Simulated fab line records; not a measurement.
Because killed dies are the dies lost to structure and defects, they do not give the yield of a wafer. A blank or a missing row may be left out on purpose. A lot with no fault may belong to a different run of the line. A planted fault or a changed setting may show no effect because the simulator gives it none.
Matching of chambers || flow n5-finfet || 4 sister chambers for N5_BEOL_M1_ETCH_74 on rie-diel-04
The step etches underlayer in N2/H2, target depth 6.5 nm, time 5.2 s. 4 wafers are shown with their chamber, then 12 later ones without.

== EACH WAFER AND ITS CHAMBER ==
{"wafer": "L078.5", "chamber": 1, "showerhead-plenum-p-Torr (Torr)": 2.50}
{"wafer": "L079.4", "chamber": 2, "showerhead-plenum-p-Torr (Torr)": 2.64}
{"wafer": "L080.2", "chamber": 3, "showerhead-plenum-p-Torr (Torr)": 2.51}
{"wafer": "L080.4", "chamber": 0, "showerhead-plenum-p-Torr (Torr)": 2.42}

== WAFERS MISSING THEIR CHAMBER ==
{"wafer": "L081.2", "showerhead-plenum-p-Torr (Torr)": 2.42}
{"wafer": "L081.5", "showerhead-plenum-p-Torr (Torr)": 2.64}
{"wafer": "L081.6", "showerhead-plenum-p-Torr (Torr)": 2.51}
{"wafer": "L085.2", "showerhead-plenum-p-Torr (Torr)": 2.51}
{"wafer": "L085.4", "showerhead-plenum-p-Torr (Torr)": 2.50}
{"wafer": "L085.5", "showerhead-plenum-p-Torr (Torr)": 2.63}
{"wafer": "L087.3", "showerhead-plenum-p-Torr (Torr)": 2.63}
{"wafer": "L087.4", "showerhead-plenum-p-Torr (Torr)": 2.50}
{"wafer": "L087.5", "showerhead-plenum-p-Torr (Torr)": 2.51}
{"wafer": "L097.1", "showerhead-plenum-p-Torr (Torr)": 2.41}
{"wafer": "L097.3", "showerhead-plenum-p-Torr (Torr)": 2.49}
{"wafer": "L097.5", "showerhead-plenum-p-Torr (Torr)": 2.62}

== EACH ONE'S CHAMBER ==
{"wafer": "L081.2", "from the rows above": 0, "in truth": 0}
{"wafer": "L081.5", "from the rows above": 2, "in truth": 2}
{"wafer": "L081.6", "from the rows above": "can't be placed: 3 or 1", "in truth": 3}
{"wafer": "L085.2", "from the rows above": "can't be placed: 3 or 1", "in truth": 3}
{"wafer": "L085.4", "from the rows above": "can't be placed: 1 or 3", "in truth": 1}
{"wafer": "L085.5", "from the rows above": 2, "in truth": 2}
{"wafer": "L087.3", "from the rows above": 2, "in truth": 2}
{"wafer": "L087.4", "from the rows above": "can't be placed: 1 or 3", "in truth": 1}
{"wafer": "L087.5", "from the rows above": "can't be placed: 3 or 1", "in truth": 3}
{"wafer": "L097.1", "from the rows above": 0, "in truth": 0}
{"wafer": "L097.3", "from the rows above": "can't be placed: 1 or 3", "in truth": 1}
{"wafer": "L097.5", "from the rows above": 2, "in truth": 2}
Correct placement for 6 of the 12. These rows do not allow placing 6 (true chamber among the candidates in 6). 0 placed wrongly.
How it was worked out, from the rows above alone: a wafer's distance from a chamber is the root of the sum, over the readings, of the square of ((its reading less the chamber's mean) divided by the reading's scatter). If the next closest chamber is less than 2 further off than the closest, the wafer can't be placed; otherwise it belongs to the closest. For every chamber, the mean is computed from those of its wafers that are shown. The scatter: with one shown wafer a chamber, the root of the mean of the squares of how far each hidden wafer lies from its nearest shown one.
